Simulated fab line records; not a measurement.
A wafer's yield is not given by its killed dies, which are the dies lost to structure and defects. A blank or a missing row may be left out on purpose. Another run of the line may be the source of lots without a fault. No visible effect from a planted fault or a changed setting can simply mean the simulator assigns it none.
fab line records -- flow n5Finfet
record lots=11, wafers=33, lastDay=18
route steps=1938 shown BEOL_M15@1808 MIM_TOP@1835 MIM_BOT_LITHO@1862 PASS1_CAP@1874 PASSIVATION@1936
lots that met no fault: taken from a fault-free run of the same line
startH: hours from the record's first day to the start of the lot's first wafer shown -- waitH: hours from the lot's prior step to this one -- " unchanged from the row above -- L1.1+2: one row covering several wafers at once -- - either no value or no given start -- * or withheld: withheld -- < > ~ a bound
route shown NAME@n: names a module that has steps shown in the file, with the first one's number in the route -- usual: mean and standard deviation over wafers with no fault -- same: alike in all rows -- chamber/n: place in a boat -- sites: the reading at each site -- _std_site: standard deviation across them -- _edge_site: inner sites' mean taken away from outer sites' mean -- radiusMm: for every site, how far away it sits from the centre of the wafer -- mask NAME#n: copy n -- behind: the most recent tool/chamber to have shaped the wafer -- hold: the reason the lot was held/the length of the hold in hours/how it ended -- device: names the non-switching transistor (n, p or np) -- end of line: tests run on the same wafers once the route is complete -- a step with no rows: only its recipe -- killed: the dies lost at the first sort to structure and to defects; this is not the yield of the wafer -- map: dies across one wafer; x = killed, . = not, _ = none there
set.NAME: the setting as run; set.NAME@STEP: as run at that earlier step -- model.NAME: the simulator's own value behind a step, which no gauge read
route steps across a sampled set of lots; one table per step, one row per wafer
services: the hour from which a tool's chamber was out of use, counted from the record's first day as startH (under 0 if before that day), plus the number of hours and why
## steps
# step N5_BEOL_M15_ETCH_61
# recipe chemistry=N2/H2, target=BARC, targetDepthA=890, overetchA=267, timeS=67.9, ionEnergyEv=200, pressureMtorr=30, sourceW=840, biasW=150, n2FlowSccm=200, h2FlowSccm=200
# usual chamberPressureMTorr=29.999/0.029, drypumpMotorCurrentA=5.9/0.32, oesProductAu=0.69/0.073, rfVppV=524.1/1.7, showerheadPlenumPTorr=2.55/0.048, throttleValvePct=17.84/0.3
# same timeS=67.9
lot.wafer,tool,chamber,startH,waitH,chamberPressureMTorr,drypumpMotorCurrentA,oesProductAu,rfHoursCounterH,rfVppV,showerheadPlenumPTorr,throttleValvePct
L521.1,rieDiel-05,0,255.47,0.0,29.972,6.1,0.72,64,524.5,2.58,18.00
L521.2,rieDiel-05,3,255.47,0.0,29.977,6.0,0.59,243,526.9,2.62,17.98
L521.3,rieDiel-05,1,255.47,0.0,29.970,5.8,0.73,58,524.7,2.57,17.47
L522.1,rieDiel-01,0,257.94,0.0,29.998,6.4,0.80,14,526.9,2.59,17.38
L522.2,rieDiel-01,3,257.94,0.0,30.029,5.8,0.66,140,520.9,2.45,18.19
L522.5,rieDiel-01,2,257.94,0.0,30.020,5.5,0.58,-,526.8,2.61,18.26
L523.3,rieDiel-01,3,263.17,0.0,29.989,5.8,0.66,142,519.6,2.45,18.19
L523.4,rieDiel-01,1,263.17,0.0,29.999,5.9,0.82,3,522.7,2.50,17.52
L523.6,rieDiel-01,0,263.17,0.0,30.012,6.4,0.80,-,524.0,2.59,17.37
L524.4,rieDiel-01,2,280.03,0.0,29.979,5.5,0.57,247,525.7,2.61,18.27
L524.5,rieDiel-01,2,280.03,0.0,30.008,5.5,0.57,-,526.5,2.61,18.29
L524.6,rieDiel-01,1,280.03,0.0,29.957,5.9,0.81,-,522.8,2.50,17.51
L525.2,rieDiel-01,0,282.34,0.0,30.057,6.3,0.79,21,525.3,2.59,17.37
L525.3,rieDiel-01,1,282.34,0.0,30.057,5.9,0.79,9,521.6,2.50,17.53
L525.6,rieDiel-01,0,282.34,0.0,30.005,6.4,0.79,-,525.9,2.59,17.37
L526.1,rieDiel-01,1,292.11,0.0,30.003,5.9,0.79,12,522.7,2.50,17.52
L526.3,rieDiel-01,0,292.11,0.0,30.047,6.3,0.78,25,524.7,2.59,17.39
L526.4,rieDiel-01,3,292.11,0.0,29.975,5.8,0.65,-,521.0,2.44,18.19
L528.2,rieDiel-05,0,292.46,0.0,29.970,6.1,0.71,78,524.9,2.57,18.02
L528.4,rieDiel-05,2,292.46,0.0,29.962,5.5,0.67,-,524.9,2.57,17.83
L528.5,rieDiel-05,1,292.46,0.0,29.988,5.8,0.71,-,524.8,2.57,17.47
L529.3,rieDiel-05,2,309.81,0.0,30.070,5.5,0.67,101,524.0,2.57,17.86
L529.4,rieDiel-05,3,309.81,0.0,29.982,6.0,0.81,4,527.0,2.61,17.57
L529.5,rieDiel-05,2,309.81,0.0,30.032,5.5,0.67,-,524.7,2.57,17.86
L538.1,rieDiel-05,0,361.31,0.0,30.010,6.1,0.69,95,525.9,2.57,18.06
L538.2,rieDiel-05,1,361.31,0.0,29.992,5.9,0.70,89,524.3,2.56,17.52
L538.3,rieDiel-05,3,361.31,0.0,29.951,6.0,0.77,17,525.9,2.61,17.59
L542.1,rieDiel-02,0,399.26,0.0,30.024,5.4,0.63,149,522.5,2.55,17.97
L542.2,rieDiel-02,2,399.26,0.0,30.033,6.3,0.71,73,525.2,2.57,17.88
L542.4,rieDiel-02,0,399.26,0.0,29.978,5.5,0.63,-,522.9,2.55,17.97
L541.2,rieDiel-02,1,403.45,0.0,30.020,6.4,0.58,246,522.5,2.50,18.36
L541.4,rieDiel-02,2,403.45,0.0,29.992,6.3,0.71,-,523.9,2.57,17.87
L541.6,rieDiel-02,1,403.45,0.0,30.004,6.4,0.58,-,521.7,2.50,18.36
# step N5_MIM_TOP_ALD_01
# recipe material=HfO2, targetThkA=56, tempC=withheld, aldPrecursorFamily=Hf-amide, aldCoReactant=O3, pulseTimeS=1, purgeTimeS=3, coReactantPurgeTimeS=2, coReactantPulseTimeS=3, aldCycles=62
# usual precursorPulseHeightRel=1.000/0.022
lot.wafer,tool,chamber,startH,waitH,precursorPulseHeightRel
L521.1,aldHk-02,1,-,-,0.961
L521.2,aldHk-02,2,-,-,0.980
L521.3,aldHk-02,3,-,-,1.000
L522.1,aldHk-02,0,-,-,0.976
L522.2,aldHk-02,1,-,-,1.000
L522.5,aldHk-02,1,-,-,1.022
L523.3,aldHk-02,3,-,-,1.012
L523.4,aldHk-02,2,-,-,1.018
L523.6,aldHk-02,1,-,-,1.016
L524.4,aldHk-02,0,-,-,1.052
L524.5,aldHk-02,2,-,-,0.976
L524.6,aldHk-02,3,-,-,0.994
L525.2,aldHk-03,3,-,-,0.974
L525.3,aldHk-03,2,-,-,1.009
L525.6,aldHk-03,2,-,-,1.022
L526.1,aldHk-02,1,-,-,0.986
L526.3,aldHk-02,3,-,-,1.016
L526.4,aldHk-02,0,-,-,0.965
L528.2,aldHk-03,3,-,-,1.023
L528.4,aldHk-03,1,-,-,0.996
L528.5,aldHk-03,3,-,-,0.995
L529.3,aldHk-03,0,-,-,0.959
L529.4,aldHk-03,3,-,-,0.994
L529.5,aldHk-03,3,-,-,1.014
L538.1,aldHk-02,3,-,-,0.996
L538.2,aldHk-02,1,-,-,1.015
L538.3,aldHk-02,2,-,-,1.027
L542.1,aldHk-02,3,-,-,0.993
L542.2,aldHk-02,0,-,-,0.998
L542.4,aldHk-02,2,-,-,0.981
L541.2,aldHk-01,1,-,-,0.995
L541.4,aldHk-01,2,-,-,1.013
L541.6,aldHk-01,2,-,-,0.981
# step N5_MIM_BOT_LITHO_CD_MEAS_08
# recipe targetCdNm=3000, landingEnergyEv=500, detector=seInlens, polarity=opening
# usual cdNm=3000.6/1.4
lot.wafer,tool,chamber,startH,waitH,cdNm
L521.1,cdSem-01,0,263.86,-,3001.4
L521.2,cdSem-01,0,263.86,-,3000.6
L521.3,cdSem-01,0,263.86,-,3001.2
L522.1,cdSem-02,0,267.14,-,3001.1
L522.2,cdSem-02,0,267.14,-,3001.0
L522.5,cdSem-02,0,267.14,-,3003.1
L523.3,cdSem-01,0,271.32,-,2999.2
L523.4,cdSem-01,0,271.32,-,3001.5
L523.6,cdSem-01,0,271.32,-,3000.7
L524.4,cdSem-02,0,289.32,-,2998.1
L524.5,cdSem-02,0,289.32,-,3000.2
L524.6,cdSem-02,0,289.32,-,2998.6
L525.2,cdSem-03,0,289.58,-,2998.2
L525.3,cdSem-03,0,289.58,-,2995.9
L525.6,cdSem-03,0,289.58,-,2997.1
L526.1,cdSem-03,0,301.19,-,3001.3
L526.3,cdSem-03,0,301.19,-,3002.8
L526.4,cdSem-03,0,301.19,-,3002.0
L528.2,cdSem-03,0,303.07,-,2999.7
L528.4,cdSem-03,0,303.07,-,3001.6
L528.5,cdSem-03,0,303.07,-,2999.6
L529.3,cdSem-01,0,317.33,-,3001.7
L529.4,cdSem-01,0,317.33,-,3001.3
L529.5,cdSem-01,0,317.33,-,3001.3
L538.1,cdSem-03,0,370.32,-,2999.9
L538.2,cdSem-03,0,370.32,-,3000.0
L538.3,cdSem-03,0,370.32,-,3000.2
L542.1,cdSem-01,0,409.56,-,3002.2
L542.2,cdSem-01,0,409.56,-,3000.6
L542.4,cdSem-01,0,409.56,-,3002.4
L541.2,cdSem-02,0,413.62,-,2999.7
L541.4,cdSem-02,0,413.62,-,3000.4
L541.6,cdSem-02,0,413.62,-,3001.6
# step N5_PASSIVATION_PECVD_01
# recipe material=SiNx, targetThkA=2000, tempC=400, precursor=SiH4/NH3/N2, pressureTorr=4.9, rfW=1406, timeS=43.2
# usual heaterPowerW=384/130, showerheadPlenumPTorr=8.64/0.06, throttleValvePct=28.8/1.2
# same timeS=43.2
lot.wafer,tool,chamber,startH,waitH,heaterPowerW,showerheadPlenumPTorr,throttleValvePct
L521.1,pecvd-02,0,264.86,0.0,441,8.63,29.5
L521.2,pecvd-02,2,264.86,0.0,616,8.68,29.0
L521.3,pecvd-02,1,264.86,0.0,282,8.63,29.7
L522.1,pecvd-02,1,268.14,0.0,219,8.65,29.6
L522.2,pecvd-02,2,268.14,0.0,582,8.69,28.6
L522.5,pecvd-02,2,268.14,0.0,555,8.66,28.7
L523.3,pecvd-01,2,272.58,0.0,309,8.71,26.2
L523.4,pecvd-01,0,272.58,0.0,319,8.61,30.9
L523.6,pecvd-01,1,272.58,0.0,227,8.57,28.4
L524.4,pecvd-04,1,290.53,0.0,392,8.60,28.0
L524.5,pecvd-04,2,290.53,0.0,603,8.56,28.5
L524.6,pecvd-04,0,290.53,0.0,382,8.71,29.6
L525.2,pecvd-01,2,290.61,0.0,336,8.71,26.0
L525.3,pecvd-01,1,290.61,0.0,128,8.56,28.4
L525.6,pecvd-01,1,290.61,0.0,140,8.57,28.5
L526.1,pecvd-02,1,302.49,0.0,323,8.68,29.6
L526.3,pecvd-02,2,302.49,0.0,615,8.70,28.8
L526.4,pecvd-02,1,302.49,0.0,323,8.66,29.5
L528.2,pecvd-02,2,304.08,0.0,560,8.73,29.0
L528.4,pecvd-02,1,304.08,0.0,321,8.66,29.3
L528.5,pecvd-02,2,304.08,0.0,574,8.70,29.4
L529.3,pecvd-04,0,318.45,0.0,416,8.72,29.5
L529.4,pecvd-04,1,318.45,0.0,447,8.63,28.1
L529.5,pecvd-04,2,318.45,0.0,567,8.55,28.7
L538.1,pecvd-01,2,371.54,0.0,420,8.72,26.6
L538.2,pecvd-01,1,371.54,0.0,228,8.55,28.3
L538.3,pecvd-01,0,371.54,0.0,338,8.61,31.0
L542.1,pecvd-04,0,410.61,0.0,465,8.72,29.6
L542.2,pecvd-04,2,410.61,0.0,526,8.56,28.8
L542.4,pecvd-04,1,410.61,0.0,533,8.62,28.1
L541.2,pecvd-04,2,414.76,0.0,508,8.56,28.7
L541.4,pecvd-04,2,414.76,0.0,516,8.53,28.6
L541.6,pecvd-04,1,414.76,0.0,453,8.63,28.3
# step N5_PASSIVATION_PROBE_49
# usual defectLimitedYield=91.4/1.6, killed_at_M0_to_M3=34/12, killed_at_M4_up=13/5.2, killedAtContacts=11/5.5, killedAtFrontEnd=40/13, killedAtOther=3.4/2.7, killedDies=102/19, killedOpen=66/15, killedShort=33/7.9, sort_bin_5_function=5.1/1.1, sort_bin_6_memory=3.2/0.7, sortNPass=1078/19, sortYieldPct=91.4/1.6
# same grossDies=1180, killedAtBackSide=0, sort_bin_4_leakage[%]=0, sort_bin_8_speed[%]=0
lot.wafer,tool,chamber,startH,waitH,defectLimitedYield[%],killed_at_M0_to_M3,killed_at_M4_up,killedAtContacts,killedAtFrontEnd,killedAtOther,killedDies,killedOpen,killedShort,sort_bin_5_function[%],sort_bin_6_memory[%],sortNPass,sortYieldPct[%]
L538.1,prober-02,-,382.08,0.0,93.5,15,8,12,40,2,77,46,28,3.6,2.8,1103,93.5
L538.2,prober-02,-,382.13,0.1,86.6,25,78,18,34,3,158,63,33,8.0,3.4,1022,86.6
L538.3,prober-02,-,382.18,0.1,92.8,32,15,7,30,1,85,51,34,5.0,1.8,1095,92.8
# killed by level:class
L538.1 STI_FIN_REVEAL:geometricParticle:open=16 MOL_CONTACT_COAG:geometricParticle:open=11 FIN_SAQP:geometricParticle:short=9 STI_FIN_REVEAL:geometricParticle:short=5 BEOL_M2:geometricParticle:open=4 FIN_SAQP:geometricParticle:open=3 BEOL_M0_SAQP:geometricParticle:short=3 BEOL_M1:coatMicrobubblePrinted=3
L538.2 BEOL_M15:unspecified=62 MOL_CONTACT_COAG:geometricParticle:open=13 FIN_SAQP:geometricParticle:open=7 FIN_SAQP:geometricParticle:short=7 BEOL_M0_SAQP:geometricParticle:open=7 BEOL_M0_SAQP:geometricParticle:short=6 STI_FIN_REVEAL:geometricParticle:open=5 GATE_CUT:geometricParticle:short=5
L538.3 BEOL_M3:geometricParticle:open=10 FIN_SAQP:geometricParticle:short=8 STI_FIN_REVEAL:geometricParticle:open=7 MOL_CONTACT_COAG:geometricParticle:open=7 BEOL_M5:geometricParticle:open=6 BEOL_M3:geometricParticle:short=6 FIN_SAQP:geometricParticle:open=4 DUMMY_GATE:geometricParticle:open=4
## services
tool,chamber,startH,hours,kind
aldHk-03,-,231.75,0.9,repair
pecvd-01,2,234.74,4.8,repair
pecvd-02,0,253.33,6.3,repair
pecvd-04,0,254.36,4.9,repair
aldHk-03,-,273.37,8.7,pm
rieDiel-02,-,275.29,0.6,repair
rieDiel-02,-,303.01,0.5,repair
pecvd-01,-,310.45,1.7,repair
rieDiel-01,0,311.36,5.4,repair
aldHk-03,-,314.29,0.2,repair
pecvd-02,-,316.35,6.0,pm
aldHk-02,-,320.14,3.3,repair
rieDiel-01,-,338.55,0.3,repair
pecvd-02,1,339.08,4.0,repair
pecvd-01,0,341.60,23.7,repair
aldHk-02,-,345.94,1.2,pm
pecvd-02,1,355.91,9.4,repair
rieDiel-05,-,374.94,0.4,repair
rieDiel-01,1,377.45,5.0,repair
rieDiel-01,3,382.03,6.1,repair
rieDiel-05,-,385.19,14.6,pm
rieDiel-01,2,400.15,2.8,repair
rieDiel-01,-,402.16,1.0,repair
pecvd-01,-,411.76,3.9,repair
## key
firstSign step=N5_PASSIVATION_PROBE_49, reading=killed_at_M4_up, direction=up, sigmas=12, usual=13, struck=78
effect step=N5_PASSIVATION_PROBE_49, reading=defectLimitedYield, direction=down, sigmas=2.9, usual=91.4, struck=86.6
moreKillsBornAt N5_BEOL_M15_ETCH_61@rieDiel-05=62
metAt N5_BEOL_M15_ETCH_61
struckLots L538
struckWafers L538.2
notActingAt N5_MIM_TOP_ALD_01,N5_MIM_BOT_LITHO_CD_MEAS_08,N5_PASSIVATION_PECVD_01
onsetBetween 292.46 361.31
fault kind=chamberParticleSource, tool=rieDiel-05, chamber=1, onsetH=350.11, steps=N5_BEOL_M15_ETCH_61, ratePerVisitCm2=0.55625, endH=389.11
